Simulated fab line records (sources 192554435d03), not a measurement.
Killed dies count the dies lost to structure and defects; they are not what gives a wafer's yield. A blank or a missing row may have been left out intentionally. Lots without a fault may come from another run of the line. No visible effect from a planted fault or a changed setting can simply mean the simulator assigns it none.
Matching of chambers :: flow n5-finfet :: 4 sister chambers for N5_HKMG_FIN_ALD_75 on ald-hk-02
The step deposits Al2O3, target thk 1 nm, co reactant pulse time 1 s. 16 wafers are shown with their chamber, then 8 later ones without.

## EACH WAFER AND ITS CHAMBER
wafer: L075.2
chamber: 2
heater-power-w (W): 162
heater-power-outer-w (W): 87
precursor-pulse-height-rel: 0.992

wafer: L075.4
chamber: 0
heater-power-w (W): 161
heater-power-outer-w (W): 84
precursor-pulse-height-rel: 1.015

wafer: L075.6
chamber: 0
heater-power-w (W): 166
heater-power-outer-w (W): 82
precursor-pulse-height-rel: 0.997

wafer: L077.1
chamber: 2
heater-power-w (W): 163
heater-power-outer-w (W): 87
precursor-pulse-height-rel: 1.022

wafer: L077.3
chamber: 3
heater-power-w (W): 152
heater-power-outer-w (W): 77
precursor-pulse-height-rel: 0.948

wafer: L077.6
chamber: 0
heater-power-w (W): 167
heater-power-outer-w (W): 81
precursor-pulse-height-rel: 1.049

wafer: L080.1
chamber: 2
heater-power-w (W): 162
heater-power-outer-w (W): 87
precursor-pulse-height-rel: 1.034

wafer: L080.3
chamber: 1
heater-power-w (W): 138
heater-power-outer-w (W): 76
precursor-pulse-height-rel: 1.027

wafer: L080.6
chamber: 1
heater-power-w (W): 137
heater-power-outer-w (W): 74
precursor-pulse-height-rel: 0.989

wafer: L081.2
chamber: 0
heater-power-w (W): 161
heater-power-outer-w (W): 82
precursor-pulse-height-rel: 0.990

wafer: L081.3
chamber: 2
heater-power-w (W): 166
heater-power-outer-w (W): 89
precursor-pulse-height-rel: 1.034

wafer: L081.5
chamber: 1
heater-power-w (W): 137
heater-power-outer-w (W): 76
precursor-pulse-height-rel: 1.008

wafer: L083.1
chamber: 2
heater-power-w (W): 161
heater-power-outer-w (W): 90
precursor-pulse-height-rel: 1.014

wafer: L083.2
chamber: 3
heater-power-w (W): 150
heater-power-outer-w (W): 78
precursor-pulse-height-rel: 1.001

wafer: L083.4
chamber: 0
heater-power-w (W): 168
heater-power-outer-w (W): 82
precursor-pulse-height-rel: 0.997

wafer: L085.2
chamber: 2
heater-power-w (W): 159
heater-power-outer-w (W): 88
precursor-pulse-height-rel: 0.976

SIGNATURES (averages over the wafers above)
reading: heater-power-w
chamber 0: 164.60
chamber 1: 137.33
chamber 2: 162.17
chamber 3: 151.00
scatter within a chamber: 2.49

reading: heater-power-outer-w
chamber 0: 82.20
chamber 1: 75.33
chamber 2: 88.00
chamber 3: 77.50
scatter within a chamber: 1.15

reading: precursor-pulse-height-rel
chamber 0: 1.00960
chamber 1: 1.00800
chamber 2: 1.01200
chamber 3: 0.97450
scatter within a chamber: 0.0245
Rule: for each reading, subtract the chamber's mean from the wafer's reading, divide by that reading's scatter and square the result; add these up over the readings and take the root, which gives the wafer's distance from the chamber. If the next closest chamber is less than 2 further off than the closest, the wafer can't be placed; otherwise it belongs to the closest. The scatter is the square root of a quotient: the sum, over the shown wafers, of each reading's squared deviation from its chamber's mean, divided by wafers minus chambers.

## WAFERS MISSING THEIR CHAMBER
wafer: L085.3
heater-power-w (W): 164
heater-power-outer-w (W): 82
precursor-pulse-height-rel: 0.992

wafer: L085.6
heater-power-w (W): 137
heater-power-outer-w (W): 76
precursor-pulse-height-rel: 0.975

wafer: L086.1
heater-power-w (W): 168
heater-power-outer-w (W): 83
precursor-pulse-height-rel: 1.014

wafer: L086.3
heater-power-w (W): 137
heater-power-outer-w (W): 75
precursor-pulse-height-rel: 0.991

wafer: L086.6
heater-power-w (W): 165
heater-power-outer-w (W): 83
precursor-pulse-height-rel: 1.009

wafer: L091.3
heater-power-w (W): 158
heater-power-outer-w (W): 87
precursor-pulse-height-rel: 0.983

wafer: L091.5
heater-power-w (W): 162
heater-power-outer-w (W): 90
precursor-pulse-height-rel: 1.008

wafer: L091.6
heater-power-w (W): 136
heater-power-outer-w (W): 76
precursor-pulse-height-rel: 1.019

## THE CHAMBER EACH PASSED THROUGH
wafer: L085.3
from the rows above: 0
in truth: 0

wafer: L085.6
from the rows above: 1
in truth: 1

wafer: L086.1
from the rows above: 0
in truth: 0

wafer: L086.3
from the rows above: 1
in truth: 1

wafer: L086.6
from the rows above: 0
in truth: 0

wafer: L091.3
from the rows above: 2
in truth: 2

wafer: L091.5
from the rows above: 2
in truth: 2

wafer: L091.6
from the rows above: 1
in truth: 1
Placed correctly: 8 of 8. From these rows, 0 cannot be placed. 0 placed wrongly.
